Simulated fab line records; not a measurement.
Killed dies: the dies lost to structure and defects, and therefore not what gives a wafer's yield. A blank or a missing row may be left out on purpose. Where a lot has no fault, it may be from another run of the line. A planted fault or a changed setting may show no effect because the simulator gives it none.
Matching of chambers / flow n5 finfet / N5_MOL_CONTACT_COAG_CO_FILL_22 on cvd co-01: 3 sister chambers
The step material Co, precursor CCTBA/H2, target thk 20 nm. 6 wafers are shown with their chamber, then 12 later ones without.

== WAFERS WITH THEIR CHAMBER ==
wafer=L087.5; chamber=1; heater power w (W)=220; heater power outer w (W)=112
wafer=L090.3; chamber=0; heater power w (W)=228; heater power outer w (W)=132
wafer=L090.4; chamber=2; heater power w (W)=257; heater power outer w (W)=127
wafer=L092.1; chamber=1; heater power w (W)=221; heater power outer w (W)=116
wafer=L092.2; chamber=2; heater power w (W)=254; heater power outer w (W)=130
wafer=L092.3; chamber=0; heater power w (W)=225; heater power outer w (W)=130

== WAFERS WITHOUT THEIR CHAMBER ==
wafer=L093.1; heater power w (W)=252; heater power outer w (W)=129
wafer=L093.3; heater power w (W)=222; heater power outer w (W)=111
wafer=L093.5; heater power w (W)=223; heater power outer w (W)=112
wafer=L094.1; heater power w (W)=217; heater power outer w (W)=115
wafer=L094.4; heater power w (W)=219; heater power outer w (W)=116
wafer=L094.5; heater power w (W)=227; heater power outer w (W)=129
wafer=L096.1; heater power w (W)=248; heater power outer w (W)=134
wafer=L096.3; heater power w (W)=221; heater power outer w (W)=129
wafer=L096.4; heater power w (W)=217; heater power outer w (W)=115
wafer=L097.3; heater power w (W)=225; heater power outer w (W)=131
wafer=L097.5; heater power w (W)=222; heater power outer w (W)=117
wafer=L097.6; heater power w (W)=248; heater power outer w (W)=127

== WHICH CHAMBER EACH ONE RAN IN ==
wafer=L093.1; from the rows above=2; in truth=2
wafer=L093.3; from the rows above=1; in truth=1
wafer=L093.5; from the rows above=1; in truth=1
wafer=L094.1; from the rows above=1; in truth=1
wafer=L094.4; from the rows above=1; in truth=1
wafer=L094.5; from the rows above=0; in truth=0
wafer=L096.1; from the rows above=2; in truth=2
wafer=L096.3; from the rows above=0; in truth=0
wafer=L096.4; from the rows above=1; in truth=1
wafer=L097.3; from the rows above=0; in truth=0
wafer=L097.5; from the rows above=1; in truth=1
wafer=L097.6; from the rows above=2; in truth=2
Placed correctly: 12 of 12. From these rows, 0 cannot be placed. 0 placed wrongly.
How it was worked out, from the rows above alone: a wafer's distance from a chamber is the root of the sum, over the readings, of the square of ((its reading less the chamber's mean) divided by the reading's scatter). The wafer belongs to the nearest chamber; if the next one is less than 2 further off, it can't be placed. Each chamber's mean is taken over the wafers shown for it. The scatter: the root of (the sum of the squares of (reading less its chamber's mean) over the shown wafers, divided by (wafers less chambers)).
